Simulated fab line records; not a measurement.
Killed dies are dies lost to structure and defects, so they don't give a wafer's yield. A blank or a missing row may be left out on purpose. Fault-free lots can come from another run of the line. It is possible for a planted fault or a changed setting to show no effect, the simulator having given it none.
What tool caused it? / flow nand harc / 21 wafers from 7 lots sampled at 4 of the route's 1159 steps

## WHAT THE GAUGES SHOWED, per wafer
NHARC_END_SORT_01.
lot=L817; measured=day 20 05:33; on=prober-02; killed dies=46 36 26
lot=L821; measured=day 21 05:57; on=prober-02; killed dies=41 29 33
lot=L820; measured=day 21 12:55; on=prober-02; killed dies=25 30 34
lot=L827; measured=day 22 11:03; on=prober-02; killed dies=41 40 29
lot=L829; measured=day 23 02:01; on=prober-01; killed dies=85 90 93
lot=L830; measured=day 23 21:09; on=prober-01; killed dies=101 133 107

## WHICH TOOL RAN EACH LOT (tool, then ch and the chambers of the sampled wafers, then the start)
lot=L815; NHARC_A_CONTACT_ETCH_138=har cap etch-03 ch 0,1, day 17 11:39; NHARC_THIN_TSV_DESCUM_14=rie diel-06 ch 0,1,2, day 19 01:10; NHARC_THIN_TSV_STRIP_62=plasma asher-01 ch 0,1, day 19 03:37
lot=L817; NHARC_A_CONTACT_ETCH_138=har cap etch-01 ch 0,1, day 17 19:17; NHARC_THIN_TSV_DESCUM_14=rie diel-01 ch 2,3, day 19 06:49; NHARC_THIN_TSV_STRIP_62=plasma asher-01 ch 0,1, day 19 09:26
lot=L821; NHARC_A_CONTACT_ETCH_138=har cap etch-02 ch 0,1, day 18 21:46; NHARC_THIN_TSV_DESCUM_14=rie diel-13 ch 0,1,2, day 20 13:56; NHARC_THIN_TSV_STRIP_62=plasma asher-01 ch 0,1, day 20 16:24
lot=L820; NHARC_A_CONTACT_ETCH_138=har cap etch-03 ch 0,1, day 19 03:50; NHARC_THIN_TSV_DESCUM_14=rie diel-06 ch 2,3, day 20 21:35; NHARC_THIN_TSV_STRIP_62=plasma asher-02 ch 0,1, day 21 00:02
lot=L827; NHARC_A_CONTACT_ETCH_138=har cap etch-01 ch 0,1, day 20 04:04; NHARC_THIN_TSV_DESCUM_14=rie diel-06 ch 1,2,3, day 21 16:35; NHARC_THIN_TSV_STRIP_62=plasma asher-01 ch 0,1, day 21 19:10
lot=L829; NHARC_A_CONTACT_ETCH_138=har cap etch-02 ch 0, day 20 20:47; NHARC_THIN_TSV_DESCUM_14=rie diel-13 ch 0,1,2, day 22 12:23; NHARC_THIN_TSV_STRIP_62=plasma asher-01 ch 0,1, day 22 14:52
lot=L830; NHARC_A_CONTACT_ETCH_138=har cap etch-02 ch 0,1, day 21 10:01; NHARC_THIN_TSV_DESCUM_14=rie diel-01 ch 0,3, day 23 04:01; NHARC_THIN_TSV_STRIP_62=plasma asher-02 ch 0,1, day 23 06:28
- NHARC_A_CONTACT_ETCH_138: etches the open film in C4F8/O2/Ar, time 132 s, target depth 1289 nm.
- NHARC_THIN_TSV_DESCUM_14: chemistry O2, time 3 s.
- NHARC_THIN_TSV_STRIP_62: strips in N2/H2, time 20 s.

## THE ANSWER, worked out from the rows above alone
Rule: the lots themselves supply what counts as usual. The widest of any qualifying gaps counts: lots, ordered by their means at a reading, are off when they make up no more than a third of the lots, leave a main group of 4 or more, and stand apart from it by 3 or more times the standard deviation of that group's means. A main group is skipped when, at the precision printed for the reading in the tables above, its means are all equal. A lot without any number at a reading at which 4 lots or more have one is off too. The other lots that the step has rows for count as sound.
Off, at NHARC_END_SORT_01 on killed dies: L829, L830. The main group has a mean of 34 with a standard deviation of 2.7. Neither off nor sound, because the step has no rows for them: L815.
If a tool, at a process step before that reading, ran all the lots that are off and no sound lot after the first of them, it fits. The gauges at NHARC_END_SORT_01 are tried like those tools. Can't be told from this: 2 tools fit, har cap etch-02 at NHARC_A_CONTACT_ETCH_138, prober-01 at NHARC_END_SORT_01.

## WHAT WAS PUT IN BY THE SIMULATOR
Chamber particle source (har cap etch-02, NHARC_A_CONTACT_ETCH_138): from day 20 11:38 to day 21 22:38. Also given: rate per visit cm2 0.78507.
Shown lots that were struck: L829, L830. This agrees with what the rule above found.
